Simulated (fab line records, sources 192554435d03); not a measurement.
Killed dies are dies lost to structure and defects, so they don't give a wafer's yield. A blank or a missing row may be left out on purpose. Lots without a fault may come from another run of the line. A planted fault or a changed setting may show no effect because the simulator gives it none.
Split-lot experiment | flow n5_finfet | 7 lots, 21 wafers read, on a route of 1938 steps

THE SPLIT
At N5_MIM_BOT_ETCH_ETCH_04 (etches SiNx in CF4/O2, target depth 26 nm, time 13 s), the setting source_w was moved away from the recipe's 535 W on 5 of the 21 wafers read, by -13.8% to +10.6%. The other wafers ran this setting at the recipe's value.

The reading is taken at the split's own step.

THE READING
rf_vpp_V, in V, at N5_MIM_BOT_ETCH_ETCH_04 (etches SiNx in CF4/O2, target depth 26 nm, time 13 s). Fault-free wafers of this fab line usually give 241.6 V, standard deviation 2.1 V.

wafer  | tool, chamber at the split | source_w as run, W | against the recipe | rf_vpp_V, V | against lot-mates on the recipe
L078.1 | rie_diel-05, 2             | 461.4              | -13.8%             | 260.8       | +16.4
L078.3 | rie_diel-05, 1             | 535                | recipe             | 244.4       | -
L078.5 | rie_diel-05, 2             | 461.4              | -13.8%             | 261.4       | +17.0
L081.1 | rie_diel-06, 0             | 535                | recipe             | 237.8       | -
L081.2 | rie_diel-06, 1             | 591.9              | +10.6%             | 227.6       | -10.2
L081.5 | rie_diel-06, 0             | 591.9              | +10.6%             | 225.8       | -12.0
L088.3 | rie_diel-04, 2             | 535                | recipe             | 242.0       | -
L088.5 | rie_diel-04, 3             | 535                | recipe             | 241.4       | -
L088.6 | rie_diel-04, 0             | 535                | recipe             | 245.3       | -
L093.3 | rie_diel-05, 2             | 535                | recipe             | 240.6       | -
L093.5 | rie_diel-05, 0             | 535                | recipe             | 241.5       | -
L093.6 | rie_diel-05, 1             | 535                | recipe             | 246.1       | -
L094.1 | rie_diel-05, 0             | 535                | recipe             | 239.6       | -
L094.2 | rie_diel-05, 1             | 535                | recipe             | 243.5       | -
L094.6 | rie_diel-05, 0             | 535                | recipe             | 241.4       | -
L096.1 | rie_diel-05, 1             | 535                | recipe             | 244.5       | -
L096.2 | rie_diel-05, 0             | 535                | recipe             | 237.9       | -
L096.6 | rie_diel-05, 1             | 503.1              | -6.0%              | 252.7       | +11.5
L097.1 | rie_diel-05, 2             | 535                | recipe             | 241.3       | -
L097.2 | rie_diel-05, 0             | 535                | recipe             | 240.8       | -
L097.5 | rie_diel-05, 2             | 535                | recipe             | 240.1       | -

THE FIT
A straight line over all 21 wafers: rf_vpp_V changes by -1.43 V for each +1% of source_w; r = -0.96; the points scatter about the line by 2.3 V.
The same after taking each lot's own level away (the mean of its wafers on the recipe; 21 wafers): -1.19 V for each +1%; r = -0.96; scatter 2 V.
On that fit, the largest move of source_w shifts the reading by 16 V.
The lots' own levels span 237.80 to 244.40 V, that is 3.1 times the standard deviation above.
So the lot-to-lot level changes the slope: the two fits differ.
Check: with one of the wafers moved furthest among these (-13.8%) left out of the fit, the line predicts +16.9 V for it against its lot-mates. It came out at +16.4 V against them.
Tool readings at the split's step, against how far the setting was moved: rf_vpp_V r = -0.96.

OTHER SPLITS ON THESE WAFERS
These wafers also went through other splits before the reading. Each is held against what the fit with the lots' levels taken away leaves over:
other split on the same wafers | wafers away from the commonest value | r with rf_vpp_V (lot level and that fit taken away)
N5_BEOL_M13_EXPOSE_07 dose_mj  | 6                                    | +0.08
N5_BEOL_M15_COAT_04 spin_rpm   | 7                                    | +0.20
N5_MIM_TOP_ALD_01 ald_cycles   | 8                                    | -0.03

THE WHOLE CHAIN: every reading that the file lists as answering this split, in the file's order
step                    | what it does                                         | reading                                                        | change (the file's fit)               | r (the file's)
N5_MIM_BOT_ETCH_ETCH_04 | etches SiNx in CF4/O2, target depth 26 nm, time 13 s | rf_vpp_V                                                       | -1.23 V for each +1% of the setting   | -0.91
N5_MIM_BOT_ETCH_ETCH_04 | etches SiNx in CF4/O2, target depth 26 nm, time 13 s | etch.depth_nm (the simulator's own value, which no gauge read) | +0.216 nm for each +1% of the setting | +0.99

THE FILE'S OWN FIT
rf_vpp_V changes by -1.23 V for each +1% of source_w, r = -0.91.
